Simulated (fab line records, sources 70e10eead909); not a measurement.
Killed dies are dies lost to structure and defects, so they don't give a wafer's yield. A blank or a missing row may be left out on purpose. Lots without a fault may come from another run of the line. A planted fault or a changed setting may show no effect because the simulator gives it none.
Which tool did it? | flow nand_harc | 14 lots, 42 wafers sampled, at 5 steps of a route of 1159

WHAT THE GAUGES READ, wafer by wafer
NHARC_A_ZERO_WELL_CD_MEAS_10: target cd 2000 nm.
lot  | measured     | on        | cd_nm (nm)
L763 | day 6 13:13  | cd_sem-01 | 2000.2 1999.4 1999.9
L765 | day 7 05:28  | cd_sem-02 | 2001.4 2001.5 2001.5
L764 | day 7 06:26  | cd_sem-02 | 2001.1 2001.5 2000.1
L766 | day 7 11:41  | cd_sem-01 | 2000.8 2001.7 2000.6
L767 | day 7 12:43  | cd_sem-03 | 1999.4 2000.5 1998.5
L769 | day 8 09:49  | cd_sem-03 | 1999.1 1998.4 1998.4
L772 | day 9 03:33  | cd_sem-03 | 2000.4 1999.5 1999.3
L777 | day 10 05:10 | cd_sem-02 | 2001.5 1999.8 2001.2
L780 | day 11 02:53 | cd_sem-01 | 2000.4 1996.8 2000.8
L779 | day 11 03:53 | cd_sem-03 | 1999.0 2001.8 2000.0
L782 | day 11 12:58 | cd_sem-03 | 2000.2 1999.9 1999.4
L783 | day 11 20:35 | cd_sem-03 | 1996.8 2000.4 2000.1
L785 | day 11 23:25 | cd_sem-01 | 1996.9 1997.8 1999.6
L784 | day 12 00:37 | cd_sem-02 | 2000.0 2000.1 2000.5

NHARC_A_SOURCE_PLATE_THK_MEAS_09: measures by ellipsometry.
lot  | measured     | on            | thk_nm (nm)
L763 | day 6 23:19  | film_metro-01 | 10.6 10.5 9.0
L765 | day 7 14:55  | film_metro-01 | 10.8 10.0 8.6
L764 | day 7 14:55  | film_metro-02 | 10.2 9.0 10.2
L766 | day 7 20:36  | film_metro-01 | 8.8 9.8 9.7
L767 | day 7 20:37  | film_metro-02 | 10.0 9.1 9.5
L769 | day 8 18:07  | film_metro-02 | 10.7 7.3 9.0
L772 | day 9 12:10  | film_metro-02 | 9.4 9.5 10.0
L777 | day 10 14:04 | film_metro-01 | 8.9 11.0 10.6
L780 | day 11 12:55 | film_metro-01 | 10.2 9.8 8.4
L779 | day 11 12:55 | film_metro-01 | 7.7 10.3 10.0
L782 | day 11 21:52 | film_metro-02 | 9.7 8.8 10.5
L783 | day 12 05:19 | film_metro-02 | 9.4 11.7 9.4
L785 | day 12 08:30 | film_metro-02 | 10.8 8.4 7.4
L784 | day 12 08:31 | film_metro-01 | 10.6 9.2 8.6

NHARC_A_ONON_D1_THK_MEAS_08: measures by ellipsometry.
lot  | measured     | on            | thk_nm (nm)
L763 | day 7 15:30  | film_metro-01 | 977 982 979
L765 | day 8 05:34  | film_metro-02 | 1023 1024 1021
L764 | day 8 05:32  | film_metro-01 | 986 987 985
L766 | day 8 11:26  | film_metro-01 | 1803 1805 1803
L767 | day 8 11:25  | film_metro-02 | 1010 1010 1011
L769 | day 9 10:04  | film_metro-02 | 993 994 996
L772 | day 10 03:55 | film_metro-02 | 1812 1812 1814
L777 | day 11 05:26 | film_metro-02 | 1009 1008 1010
L780 | day 12 03:54 | film_metro-02 | 994 996 996
L779 | day 12 03:54 | film_metro-01 | 1001 1000 1003
L782 | day 12 13:38 | film_metro-01 | 988 989 989
L783 | day 12 20:25 | film_metro-01 | 1010 1011 1011
L785 | day 12 20:26 | film_metro-01 | 956 958 957
L784 | day 12 20:26 | film_metro-02 | 999 999 998

NHARC_END_SORT_01.
lot  | measured     | on        | killed_at_array | killed_at_other | killed_at_periphery | killed_dies | killed_open | killed_short
L766 | day 20 09:55 | prober-01 | 673 673 675     | 0 1 0           | 4 3 2               | 677 677 677 | 3 2 2       | 4 1 3
L772 | day 22 07:11 | prober-01 | 670 668 671     | 3 4 0           | 4 5 6               | 677 677 677 | 2 3 7       | 2 3 2
L777 | day 23 13:26 | prober-01 | 19 35 22        | 0 0 0           | 2 3 2               | 21 38 24    | 1 4 2       | 1 0 2
L780 | day 24 02:54 | prober-01 | 45 40 48        | 0 0 0           | 0 0 0               | 45 40 48    | 2 1 6       | 3 1 0

WHICH TOOL RAN EACH LOT (tool, then ch and the chambers of the sampled wafers, then the start)
lot  | NHARC_A_ONON_D1_DEP_06
L763 | pecvd_onon-01 ch 0, day 7 14:58
L765 | pecvd_onon-04 ch 0, day 8 05:07
L764 | pecvd_onon-01 ch 0, day 8 05:08
L766 | pecvd_onon-01 ch 0, day 8 10:55
L767 | pecvd_onon-03 ch 0, day 8 10:56
L769 | pecvd_onon-04 ch 0, day 9 09:33
L772 | pecvd_onon-01 ch 0, day 10 03:27
L777 | pecvd_onon-03 ch 0, day 11 04:59
L780 | pecvd_onon-04 ch 0, day 12 03:23
L779 | pecvd_onon-03 ch 0, day 12 03:31
L782 | pecvd_onon-03 ch 0, day 12 13:14
L783 | pecvd_onon-04 ch 0, day 12 19:54
L785 | pecvd_onon-03 ch 0, day 12 19:56
L784 | pecvd_onon-01 ch 0, day 12 19:55
- NHARC_A_ONON_D1_DEP_06: target thk 1000 nm.

WHAT THE TOOLS THEMSELVES READ (means of the sampled wafers that have a number; where no wafer has one, the mark that the record gives instead)
The record holds no such reading with a usual standard deviation.

THE ANSWER, worked out from the rows above alone
Rule: what is usual is taken from the lots themselves. Put in order of their means at a reading, lots are off if they are a third of the lots or fewer, leave a main group of 4 or more, and stand apart from it by a gap of 3 or more times the standard deviation of the main group's means; of several such gaps the widest counts. A main group whose means are all the same, to the digits that the tables above print for the reading, isn't used. A lot without any number at a reading at which 4 lots or more have one is off too. The other lots that the step has rows for count as sound. The gauges are gone through in route order, then the tools' own readings, and for those a lot's mean is taken as printed above. The first step at which some lot is off is used, and at that step the reading that is off furthest; a lot without a number counts as furthest.
Off: L766, L772, at NHARC_A_ONON_D1_THK_MEAS_08 (thk_nm). The main group: mean 996 nm, standard deviation 17.
A tool fits if, at a process step before that reading, it ran every lot that is off, and no sound lot after the first of them. The gauges at NHARC_A_ONON_D1_THK_MEAS_08 are tried like those tools. None of those tried fits.

WHAT THE SIMULATOR HAD PUT IN
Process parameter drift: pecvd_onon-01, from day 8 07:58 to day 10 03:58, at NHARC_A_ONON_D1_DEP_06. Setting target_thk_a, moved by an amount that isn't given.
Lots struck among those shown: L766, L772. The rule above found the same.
